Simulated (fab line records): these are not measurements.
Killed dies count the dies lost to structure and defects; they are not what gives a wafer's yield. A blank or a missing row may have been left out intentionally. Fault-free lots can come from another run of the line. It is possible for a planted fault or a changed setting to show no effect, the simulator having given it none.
Chamber matching ; flow n5 finfet ; 3 sister chambers for N5_BEOL_M13_ILD_DEP_00 on pecvd-01
The step deposits SiOC from DEMS/O2, target thk 837.92 nm, time 166.4 s. 20 wafers are shown with their chamber, then 10 later ones without.

WAFERS, EACH WITH ITS CHAMBER
wafer;chamber;showerhead vpp V (V);heater power w (W);throttle valve pct (%)
L075.2;2;1395;307;11.9
L075.3;1;1314;534;11.7
L075.5;1;1329;407;11.4
L076.2;2;1396;378;11.7
L076.4;1;1310;545;11.6
L076.5;0;1487;418;11.7
L078.1;1;1317;502;11.7
L078.3;0;1519;441;12.1
L078.6;1;1277;547;11.6
L083.3;2;1389;362;11.7
L083.4;2;1407;291;12.1
L083.5;1;1291;530;11.6
L082.1;0;1490;391;12.1
L082.4;0;1514;413;11.9
L082.5;2;1393;381;12.3
L088.1;2;1373;331;12.0
L088.2;1;1317;493;11.8
L088.6;0;1502;438;11.8
L091.1;2;1398;363;11.7
L091.2;1;1303;527;11.4

SIGNATURES (means of the wafers above)
reading;chamber 0;chamber 1;chamber 2;scatter within a chamber
showerhead vpp V;1502.40;1307.25;1393.00;14.1
heater power w;420.20;510.62;344.71;37.6
throttle valve pct;11.920;11.600;11.914;0.187
Rule: a wafer lies at a distance from a chamber equal to the root of the sum of squares, over the readings, of (its reading less the chamber's mean, divided by the reading's scatter). The wafer belongs to the nearest chamber; if the next one is less than 2 further off, it can't be placed. The scatter is the square root of a quotient: the sum, over the shown wafers, of each reading's squared deviation from its chamber's mean, divided by wafers minus chambers.

WAFERS MISSING THEIR CHAMBER
wafer;showerhead vpp V (V);heater power w (W);throttle valve pct (%)
L091.3;1482;441;12.1
L093.2;1328;484;11.7
L093.3;1503;429;11.9
L093.4;1513;463;12.3
L092.2;1414;365;11.9
L092.4;1499;359;11.9
L092.6;1318;538;11.5
L094.4;1321;440;11.5
L094.5;1395;302;12.0
L094.6;1511;348;12.2

WHICH CHAMBER EACH ONE RAN IN
wafer;from the rows above;in truth
L091.3;0;0
L093.2;1;1
L093.3;0;0
L093.4;0;0
L092.2;2;2
L092.4;0;0
L092.6;1;1
L094.4;1;1
L094.5;2;2
L094.6;0;0
Correctly placed: 10 of 10. Can't be placed from these rows: 0. Number placed wrongly: 0.
